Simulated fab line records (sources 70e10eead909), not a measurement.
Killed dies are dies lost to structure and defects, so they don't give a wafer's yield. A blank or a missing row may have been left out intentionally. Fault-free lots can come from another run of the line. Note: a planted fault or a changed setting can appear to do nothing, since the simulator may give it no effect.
Comparing a struck lot with a sound one ; flow nand harc ; 14 steps out of a route of 1302
Sound: the wafers L420.1, L420.4, L420.5. Wafers struck: L428.1, L428.2, L428.4. Last of all comes the cause.
Each step with rows lists, per side, the tool, then ch with its chambers, then its first start. Under that, the readings that differ: sound wafers ; struck wafers ; difference of the means ; sigmas: that difference in standard deviations of wafers without a fault.
alike: same words and numbers on both sides, and readings whose means sit less than 2 such deviations apart. not compared: any withheld reading, any reading some wafer has no value for, any bound like >300 that may hide the same value, and any number with overlapping values for which the record gives no deviation.
A row with sigmas, a row that says differs or no value, or rows on one side alone: a step with any of these is where the two part. Non-overlapping numbers with no deviation appear without sigmas and do not part them. A reading missing from all wafers of one side parts the sides only when that side holds two or more wafers.

NHARC_P_STI_OCD_MEAS_17:
  struck on ocd-02, day 9 03:18; sound on ocd-02, day 5 17:26
  alike: trench depth nm, trench foot cd nm
then, 3 steps without rows for these wafers: NHARC_P_STI_STRIP_19 (strips in SPM, time 900 s); NHARC_P_STI_PRECLEAN_32 (cleans in SC1); NHARC_P_STI_SRD_23.
NHARC_P_STI_OCD_MEAS_43:
  struck on ocd-02, day 9 03:54; sound on ocd-01, day 5 17:56
  alike: trench depth nm, trench foot cd nm
then, 3 steps without rows for these wafers: NHARC_P_STI_OXIDE_33 (material SiO2, target thk 10 nm, ox time 281 s); NHARC_P_STI_HDPCVD_20 (deposits SiO2); NHARC_P_STI_ANNEAL_34 (time 1800 s).
NHARC_P_STI_CMP_21: polishes, t overpolish 20 s, target thk 380.67 nm.
  sound on cmp-04 ch 0,1,2, day 6 13:38; struck on cmp-02 ch 1,2,3, day 9 17:33
  alike: motor current A, overpolish run s
then, 2 steps without rows for these wafers: NHARC_P_STI_SRD_35; NHARC_P_STI_ETCH_36 (etches SiO2 in dHF, target depth 38.8 nm).
NHARC_P_STI_STRIP_24: strips Si3N4 in H3PO4.
  sound on wet bench-05 ch 0,2,7, day 6 13:55; struck on wet bench-05 ch 4,5,6, day 9 17:54
  no value came back on the struck wafers for bath guard temp C (C), bath heat duty pct (%); on the sound wafers bath guard temp C (C) reads 160.5 160.6 160.5
then, 1 step without rows for these wafers: NHARC_P_STI_ETCH_37 (etches SiO2 in dHF, target depth 11 nm).
-- break in the record here, with 21 days between the starts of the struck wafers on either side (left off in module P_STI, picked up again in module END, where the first step shown is number 1302 on the route) --
NHARC_END_SORT_01:
  the record has rows for the struck wafers here (prober-02 ch 0, day 30 08:03) and none for the sound ones

== WHERE THEY PART ==
First at NHARC_P_STI_STRIP_24; last, within this record, at NHARC_END_SORT_01.

WHY: what had been put in by the simulator
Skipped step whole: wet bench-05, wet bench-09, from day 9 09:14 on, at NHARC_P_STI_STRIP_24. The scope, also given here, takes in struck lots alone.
